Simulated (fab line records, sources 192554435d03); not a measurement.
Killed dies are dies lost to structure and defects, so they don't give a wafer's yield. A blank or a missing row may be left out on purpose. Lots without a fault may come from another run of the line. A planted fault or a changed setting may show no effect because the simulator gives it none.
Split-lot experiment | flow n5_finfet | 7 lots, 21 wafers read, on a route of 1938 steps

THE SPLIT
At N5_BEOL_M6_COAT_22 (resist thk 30 nm), the setting spin_rpm was moved away from the recipe's 1500 rpm on 7 of the 21 wafers read, by -8.6% to +6.3%. The other wafers ran this setting at the recipe's value.

The reading is taken at the split's own step.

THE READING
CAR-EUV_of_BEOL_M6_COAT_22.thk_nm (the simulator's own value, which no gauge read), in nm, at N5_BEOL_M6_COAT_22 (resist thk 30 nm). The file gives no usual value for it. The 14 wafers here that ran the recipe average 30.0 nm, standard deviation 0.12 nm.

wafer  | tool, chamber at the split | spin_rpm as run, rpm | against the recipe | CAR-EUV_of_BEOL_M6_COAT_22.thk_nm, nm | against lot-mates on the recipe
L076.1 | litho_track-03, 0          | 1594                 | +6.3%              | 29                                    | -1.0
L076.2 | litho_track-03, 0          | 1500                 | recipe             | 30                                    | -
L076.6 | litho_track-03, 0          | 1594                 | +6.3%              | 29.2                                  | -0.8
L074.3 | litho_track-05, 0          | 1500                 | recipe             | 30                                    | -
L074.4 | litho_track-05, 0          | 1500                 | recipe             | 30                                    | -
L074.6 | litho_track-05, 0          | 1500                 | recipe             | 30                                    | -
L078.1 | litho_track-04, 0          | 1500                 | recipe             | 30                                    | -
L078.3 | litho_track-04, 0          | 1500                 | recipe             | 30                                    | -
L078.5 | litho_track-04, 0          | 1500                 | recipe             | 30                                    | -
L086.3 | litho_track-04, 0          | 1500                 | recipe             | 30.2                                  | -
L086.4 | litho_track-04, 0          | 1500                 | recipe             | 30.2                                  | -
L086.5 | litho_track-04, 0          | 1500                 | recipe             | 30.2                                  | -
L095.4 | litho_track-05, 0          | 1500                 | recipe             | 30                                    | -
L095.6 | litho_track-05, 0          | 1500                 | recipe             | 30                                    | -
L095.5 | litho_track-05, 0          | 1377                 | -8.2%              | 31.4                                  | +1.4
L093.4 | litho_track-05, 0          | 1371                 | -8.6%              | 31.4                                  | no lot-mate on the recipe
L093.5 | litho_track-05, 0          | 1371                 | -8.6%              | 31.4                                  | no lot-mate on the recipe
L093.6 | litho_track-05, 0          | 1371                 | -8.6%              | 31.2                                  | no lot-mate on the recipe
L097.1 | litho_track-05, 0          | 1500                 | recipe             | 29.8                                  | -
L097.6 | litho_track-05, 0          | 1500                 | recipe             | 29.8                                  | -
L097.3 | litho_track-05, 0          | 1579                 | +5.3%              | 29.2                                  | -0.6

THE FIT
A straight line over all 21 wafers: CAR-EUV_of_BEOL_M6_COAT_22.thk_nm changes by -0.154 nm for each +1% of spin_rpm; r = -0.99; the points scatter about the line by 0.12 nm.
The same after taking each lot's own level away (the mean of its wafers on the recipe; 18 wafers): -0.151 nm for each +1%; r = -0.99; scatter 0.07 nm.
On that fit, the largest move of spin_rpm shifts the reading by 1.3 nm.
The lots' own levels span 29.80 to 30.20 nm, that is 3.4 times the standard deviation above.
So the lot-to-lot level changes the slope little: the two slopes agree.
Check: with one of the wafers moved furthest among these (-8.2%) left out of the fit, the line predicts +1.12 nm for it against its lot-mates. It came out at +1.4 nm against them.

OTHER SPLITS ON THESE WAFERS
These wafers also went through other splits before the reading. Each is held against what the fit with the lots' levels taken away leaves over:
other split on the same wafers | wafers away from the commonest value | r with CAR-EUV_of_BEOL_M6_COAT_22.thk_nm (lot level and that fit taken away)
N5_BEOL_M2_DESCUM_16 time_s    | 3                                    | -0.38
N5_BEOL_M3_ETCH_70 source_w    | 6                                    | -0.16
N5_BEOL_M4_COAT_67 spin_rpm    | 5                                    | +0.02
N5_BEOL_M4_COAT_22 spin_rpm    | 6                                    | +0.31
N5_BEOL_M5_COAT_60 spin_rpm    | 5                                    | +0.03
N5_BEOL_M5_COAT_71 spin_rpm    | 3                                    | +0.08
N5_BEOL_M5_ETCH_72 bias_w      | 8                                    | -0.23
N5_BEOL_M5_COAT_66 spin_rpm    | 9                                    | +0.36

THE FILE'S OWN FIT
CAR-EUV_of_BEOL_M6_COAT_22.thk_nm changes by -0.151 nm for each +1% of spin_rpm, r = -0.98.
